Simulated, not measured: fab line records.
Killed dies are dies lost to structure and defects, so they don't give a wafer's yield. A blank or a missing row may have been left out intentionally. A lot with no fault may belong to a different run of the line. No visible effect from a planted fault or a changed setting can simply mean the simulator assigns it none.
fab line records | flow n5Finfet
record: lots: 4 wafers: 12 lastDay: 16
route steps=1938 shown BEOL_M7@1324 BEOL_M8@1332 PASSIVATION@1936
lots with no fault: from the same line, run without faults
startH: the number of hours between the record's first day and the start of the first shown wafer of the lot | waitH: hours from the lot's prior step to this one | " repeats the value in the row above | L1.1+2: several wafers, shown together as one row | - value missing, or start not given | * or withheld: withheld | < > ~ a bound
route shown NAME@n: names a module that has steps shown in the file, with the first one's number in the route | usual: mean/standard deviation of fault-free wafers | same: alike in all rows | chamber/n: place in a boat | sites: readings site by site | _std_site: how widely they spread, as a standard deviation | _edge_site: outer sites' mean less inner sites' | radiusMm: for every site, how far away it sits from the centre of the wafer | mask NAME#n: copy n | behind: the tool/chamber that last shaped the wafer | hold: cause of the lot's hold/its duration in hours/its outcome | device: the n, p or np transistor that did not switch | end of line: the tests these same wafers got at the end of their route | a step without rows: its recipe alone | killed: count of dies lost to structure and defects at first sort (not the wafer's yield) | map: a wafer's dies, x killed, . not, _ none there
set.NAME: the setting as run; set.NAME@STEP: as run at that earlier step | model.NAME: the simulator's own value behind a step, which no gauge read
certain route steps with their lots: each step a table, each wafer a row
== steps ==
step: N5_BEOL_M7_ECD_50
recipe: material: Cu targetThkA: 3000
step: N5_BEOL_M7_ANNEAL_51
recipe: tempC: 225 timeS: 90 ambient: N2
step: N5_BEOL_M7_CMP_52
recipe: stopOn: SiCOH_lowk tOverpolishS: 6.9 downForcePsi: 1 platenRpm: 50 clearingPlatenDownForcePsi: 1.5 clearingPlatenRpm: 50 postCmpClean: cuAlkaline targetThkNm: 80 clearingPlatenPadVelocityMS: 0.99484 padVelocityMS: 0.99484
step: N5_BEOL_M7_PRE_CLEAN_55
recipe: gas: NH3 timeS: 15 tempC: withheld rfPowerW: 300
step: N5_BEOL_M7_DEP_56
recipe: material: SiCN targetThkA: 100 tempC: withheld precursor: 3MS/NH3 pressureTorr: 3 rfW: 202 timeS: 17.5
step: N5_BEOL_M8_ILD_DEP_00
recipe: material: SiCOH_lowk targetThkA: 1797.5 tempC: 300 precursor: DEMS/porogen pressureTorr: 5 rfW: 500 timeS: 33.4
step: N5_BEOL_M8_CURE_74
recipe: tempC: 385 timeS: 240 ambient: He/Ar material: SiCOH_lowk
step: N5_BEOL_M8_PECVD_70
recipe: material: SiO2 targetThkA: 200 tempC: 400 precursor: TEOS/O2 pressureTorr: 5.5 rfW: 450 teosFlowSccm: 53.8 gas: O2 flowSccm: 3000 timeS: 22.7
step: N5_BEOL_M8_HM_DEP_02
recipe: material: TiN targetThkA: 200 tempC: 25 chamberPressurePa: 0.49996
usual: throttleValvePct: 30.0/0.77
columns lot.wafer tool chamber startH waitH throttleValvePct
L308.1 pvdSputter-01 - 200.39 2.1 31.0
L308.4 " - " " 30.6
L308.5 " - " " 29.3
L322.2 pvdSputter-03 - 290.62 6.5 29.9
L322.5 " - " " 28.6
L322.6 " - " " 29.2
L327.1 pvdSputter-03 - 309.11 1.5 30.5
L327.3 " - " " 29.0
L327.5 " - " " 28.7
L326.4 pvdSputter-03 - 320.14 1.4 28.7
L326.5 " - " " 30.8
L326.6 " - " " 29.3
step: N5_BEOL_M8_COAT_59
recipe: resist: SOC tempC: 250 timeS: 60 spinRpm: 1500 resistThkNm: 100
step: N5_BEOL_M8_COAT_60
recipe: resist: SiARC tempC: 220 timeS: 60 spinRpm: 1500 resistThkNm: 35
step: N5_BEOL_M8_COAT_05
recipe: resist: CAR-ArF spinRpm: 1500 resistThkNm: 90
step: N5_BEOL_M8_EBR_07
recipe: solvent: PGMEA ebrWidthMm: 1.5
step: N5_BEOL_M8_SOFTBAKE_06
recipe: tempC: 110 timeS: 60 resist: CAR-ArF
step: N5_BEOL_M8_EXPOSE_08
recipe: maskId: M8 na: 1.35 sourceShape: dipole sigmaInner: 0.817 sigmaOuter: 0.97 polarization: te doseMj: 68.25
step: N5_BEOL_M8_PEB_09
recipe: pebTempC: withheld pebTimeS: 60 resist: CAR-ArF
step: N5_BEOL_M8_DEVELOP_10
recipe: developTimeS: 30 developer: TMAH resist: CAR-ArF rinseLiquid: diw dry: airSpin devTempC: 23
step: N5_BEOL_M8_INSPECT_13
recipe: mode: adi inspectInstrument: brightfield
usual: rawDefectCount: 424/120
columns lot.wafer tool chamber startH waitH rawDefectCount
L308.1 defectInspect-01 - 200.82 0.0 335
L308.4 " - " " 336
L308.5 " - " " 302
L322.2 defectInspect-02 - 291.17 0.0 417
L322.5 " - " " 496
L322.6 " - " " 375
L327.1 defectInspect-02 - 309.57 0.0 403
L327.3 " - " " 789
L327.5 " - " " 854
L326.4 defectInspect-01 - 320.57 0.0 949
L326.5 " - " " 466
L326.6 " - " " 463
step: N5_BEOL_M8_DESCUM_16
recipe: chemistry: O2 timeS: 7.9 sourcePowerW: 50 biasPowerW: 20 pressureMtorr: 20 rfFrequencyHz: 2.712e+07 tempC: 40 resist: CAR-ArF o2FlowSccm: 225
step: N5_BEOL_M8_ETCH_61
recipe: chemistry: CF4 target: SiARC targetDepthA: 455 maskMaterial: CAR-ArF timeS: 75.8 ionEnergyEv: 80 pressureMtorr: 40 sourceW: 545 biasW: 36 Ar_flow_sccm: 100 cf4FlowSccm: 100 ends: cleared
step: N5_BEOL_M8_ETCH_62
recipe: chemistry: N2/H2 target: SOC targetDepthA: 1100 overetchA: 220 maskMaterial: SiARC tempC: 40 timeS: 165 ionEnergyEv: 200 pressureMtorr: 30 sourceW: 840 biasW: 150 n2FlowSccm: 200 h2FlowSccm: 200
step: N5_BEOL_M8_STRIP_68
recipe: chemistry: N2/H2 tempC: 40 n2FlowSccm: 200 h2FlowSccm: 200 rfFrequencyHz: 6e+07
step: N5_BEOL_M8_STRIP_67
recipe: chemistry: CF4 resist: SiARC powerW: 300 biasPowerW: 75 pressureMtorr: 50 cf4FlowSccm: 150 rfFrequencyHz: 6e+07
step: N5_BEOL_M8_HM_OPEN_17
recipe: chemistry: Cl2/BCl3 targetDepthA: 200 overetchA: 60 target: TiN maskMaterial: SOC ionEnergyEv: 150 pressureMtorr: 10 icpW: 1000 biasW: 126 Cl2_flow_sccm: 53.25 bcl3FlowSccm: 21.75 Ar_flow_sccm: 25
step: N5_BEOL_M8_STRIP_19
recipe: chemistry: O2 powerW: 400 tempC: 40 pressureMtorr: 30 rfFrequencyHz: 6e+07 biasPowerW: 0 overashFraction: 0.2 o2FlowSccm: 225
step: N5_BEOL_M8_COAT_63
recipe: resist: SOC tempC: 250 timeS: 60 spinRpm: 1500 resistThkNm: 60
step: N5_BEOL_M8_COAT_64
recipe: resist: SiARC tempC: 220 timeS: 60 spinRpm: 1500 resistThkNm: 12
step: N5_BEOL_M8_COAT_71
recipe: resist: underlayer tempC: 205 timeS: 60 spinRpm: 1500 resistThkNm: 5
step: N5_BEOL_M8_COAT_22
recipe: resist: CAR-EUV spinRpm: 1500 resistThkNm: 30
step: N5_BEOL_M8_EBR_24
recipe: solvent: PGMEA ebrWidthMm: 1.5
step: N5_BEOL_M8_SOFTBAKE_23
recipe: tempC: 110 timeS: 60 resist: CAR-EUV
step: N5_BEOL_M8_EXPOSE_25
recipe: maskId: V7 na: 0.33 sourceShape: annular sigmaInner: 0.4 sigmaOuter: 0.8 polarization: unpolarized targetCdNm: 40 doseMj: 42.5
step: N5_BEOL_M8_PEB_26
recipe: pebTempC: 100 pebTimeS: 60 resist: CAR-EUV
step: N5_BEOL_M8_DEVELOP_27
recipe: developTimeS: 30 developer: TMAH resist: CAR-EUV rinseLiquid: surfactantRinse dry: airSpin devTempC: 23
step: N5_BEOL_M8_INSPECT_30
recipe: mode: adi inspectInstrument: brightfield
usual: rawDefectCount: 417/110
columns lot.wafer tool chamber startH waitH rawDefectCount
L308.1 defectInspect-01 - 203.40 0.1 336
L308.4 " - " " 331
L308.5 " - " " 331
L322.2 defectInspect-02 - 296.48 0.0 401
L322.5 " - " " 504
L322.6 " - " " 367
L327.1 defectInspect-02 - 312.60 0.1 374
L327.3 " - " " 768
L327.5 " - " " 859
L326.4 defectInspect-01 - 323.46 0.0 976
L326.5 " - " " 453
L326.6 " - " " 479
step: N5_PASSIVATION_PROBE_49
usual: defectLimitedYield: 91.3/1.7 killed_at_M0_to_M3: 33/11 killed_at_M4_up: 14/5.5 killedAtContacts: 13/6.5 killedAtFrontEnd: 39/13 killedAtOther: 3.4/2.9 killedDies: 103/20 killedOnRim: 14/4.3 killedOpen: 69/15 killedShort: 32/8.1 sort_bin_5_function: 5.1/1.1 sort_bin_6_memory: 3.3/0.74 sortNPass: 1077/20 sortYieldPct: 91.3/1.7
same: grossDies: 1180 killedAtBackSide: 0 sort_bin_4_leakage[%]: 0 sort_bin_8_speed[%]: 0
columns lot.wafer tool chamber startH waitH defectLimitedYield[%] killed_at_M0_to_M3 killed_at_M4_up killedAtContacts killedAtFrontEnd killedAtOther killedDies killedOnRim killedOpen killedShort sort_bin_5_function[%] sort_bin_6_memory[%] sortNPass sortYieldPct[%]
L322.2 prober-01 - 362.33 0.1 91.2 20 24 8 51 1 104 18 65 37 5.0 3.3 1076 91.2
L322.5 prober-01 - 362.48 0.2 91.9 29 8 5 51 3 96 15 48 46 4.3 3.3 1084 91.9
L322.6 prober-01 - 362.53 0.3 92.7 21 13 7 43 2 86 10 67 18 4.9 2.4 1094 92.7
L327.3 prober-01 - 385.84 0.1 81.9 30 119 11 47 6 213 27 74 34 11.3 4.5 967 81.9
L327.5 prober-01 - 385.94 0.2 84.8 31 103 19 24 2 179 27 62 24 9.5 3.8 1001 84.8
L326.4 prober-02 - 393.93 0.2 83.6 32 115 18 25 3 193 26 72 22 11.5 3.6 987 83.6
killed by level:class
L322.2 STI_FIN_REVEAL:geometricParticle:open=15 STI_FIN_REVEAL:geometricParticle:short=7 BEOL_M3:geometricParticle:open=7 BEOL_M4:geometricParticle:open=7 GATE_CUT:geometricParticle:open=6 GATE_CUT:geometricParticle:short=6 MOL_CONTACT_COAG:geometricParticle:open=6 BEOL_M7:geometricParticle:open=5
L322.5 GATE_CUT:geometricParticle:short=11 FIN_SAQP:geometricParticle:short=6 STI_FIN_REVEAL:geometricParticle:open=6 BEOL_M1:geometricParticle:open=6 BEOL_M2:geometricParticle:short=6 GATE_CUT:geometricParticle:open=5 STARTING-WAFER:geometricParticle:short=5 MOL_CONTACT_COAG:geometricParticle:open=4
L322.6 STI_FIN_REVEAL:geometricParticle:open=11 FIN_SAQP:geometricParticle:open=10 BEOL_M1:geometricParticle:open=9 FIN_SAQP:geometricParticle:short=7 MOL_CONTACT_COAG:geometricParticle:open=6 BEOL_M9:geometricParticle:open=4 STARTING-WAFER:geometricParticle:open=4 GATE_CUT:geometricParticle:open=3
L327.3 BEOL_M8:unspecified=105 STI_FIN_REVEAL:geometricParticle:open=19 MOL_CONTACT_COAG:geometricParticle:open=8 BEOL_M3:geometricParticle:open=7 BEOL_M0_SAQP:geometricParticle:open=6 BEOL_M4:geometricParticle:open=5 FIN_SAQP:geometricParticle:short=4 DUMMY_GATE:geometricParticle:open=4
L327.5 BEOL_M8:unspecified=92 MOL_CONTACT_COAG:geometricParticle:open=16 BEOL_M2:geometricParticle:open=14 BEOL_M3:geometricParticle:open=7 FIN_SAQP:geometricParticle:open=5 FIN_SAQP:geometricParticle:short=4 STI_FIN_REVEAL:geometricParticle:open=4 GATE_CUT:geometricParticle:short=4
L326.4 BEOL_M8:unspecified=97 MOL_CONTACT_COAG:geometricParticle:open=13 BEOL_M4:geometricParticle:open=11 STI_FIN_REVEAL:geometricParticle:open=8 BEOL_M3:geometricParticle:open=8 FIN_SAQP:geometricParticle:open=6 BEOL_M2:geometricParticle:open=6 BEOL_M1:geometricParticle:open=5
map L326.4 (x killed, . not)
_________________.......x....________________
______________.................._____________
___________x...................x...__________
__________.......x..x.......xx.x...._________
________.x.x..x.....................x._______
_______..xx.................x....x.x.xx______
______......x.......................x..._____
_____..x.x....x......x.x..x.....x...xx.x.____
____x................x.............xxxxxxx___
___...............................xxxxxxxxx__
___...........x.................xx.xxxxxxxx__
__...............x......x....x.xxxx.xxxxxxxx_
__.....x...................x......xxxxxxxxxx_
_.................................xxxxxxxxxxx
_............x.x.........x...xx.x.xxxxxxxxxx.
_..........................x.....x.xxxxxxxx.x
_x.....x.......x..................xx..xxx.xxx
_..........................x.........xx.xx...
_........x...x.x.................x.......x.x.
_.............x.........x........x...........
_......x........................x...x...x..xx
__.......x.x.........x...................x.._
__...x.x.x.......x...xx.....x..x............_
___........x....x.....x....x....x..........__
___....x................x.........x........__
____..............x.......................___
_____x...x...............................____
______....................x............._____
_______..x...........x...x...x.........______
________.....x..........x............._______
__________...xx.............xx......_________
___________x......x.x..............__________
______________.................._____________
_________________............________________
map L327.3 (x killed, . not)
_________________..x.........________________
______________.....x.......xx..._____________
___________.............x..x.......__________
__________...........x........x.x..._________
________..........................x.x._______
_______x...............x.......x.......______
______..x........x............xx..x....x_____
_____.............................x..xxx.____
____....x.x..x............x.......xxxxxxxx___
___..x....x....................xxxxxxxxxxxx__
___..........x...x..x...........xxxxxxxxxxx__
__...x.............x............xx.xxxxxxxxx_
__.................x.............xxxxxxxxxxx_
_..x................x.x..........xxxxxxxxxx.x
_x..x......x.....x......x........xxxxxxxxxxxx
_......x.............x.....x....x.xxxxxxxxxxx
_....x.x.........x........x...x..x.xxxxxxxxx.
_......xx....................xx..x.xxxxx.x...
_x...............xx.x......x...........x.....
_..x..................x.........x............
_...............xx..x.x.......x..............
__.....x.......................x....x......._
__.........x......x...............x...x....._
___......x.x....x.....x.......x....x......x__
___.....x...x..................x...........__
____................x.................xx..___
_____.x................x.......x......x..____
______...........x.........x.x.....x..x._____
_______.........x...................x..______
________..x..........................._______
__________.......................x.._________
___________...........x............__________
______________...............x.._____________
_________________.xx.......x.________________
== key ==
firstSign: step: N5_BEOL_M8_INSPECT_13 reading: rawDefectCount direction: up sigmas: 3.6 usual: 424 struck: 864
effect: step: N5_BEOL_M8_INSPECT_30 reading: rawDefectCount direction: up sigmas: 3.9 usual: 417 struck: 868
effect: step: N5_PASSIVATION_PROBE_49 reading: killed_at_M4_up direction: up sigmas: 18 usual: 14 struck: 112
moreKillsBornAt: N5_BEOL_M8_HM_DEP_02@pvdSputter-03: 294
metAt N5_BEOL_M8_HM_DEP_02
struckWafers L326.4,L327.3,L327.5
onsetBetween 290.62 309.11
fault: kind: chamberParticleSource tool: pvdSputter-03 chamber: - onsetH: 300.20 steps: N5_BEOL_M8_HM_DEP_02 ratePerVisitCm2: 0.72524 endH: 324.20 scope: struckWafersOnly
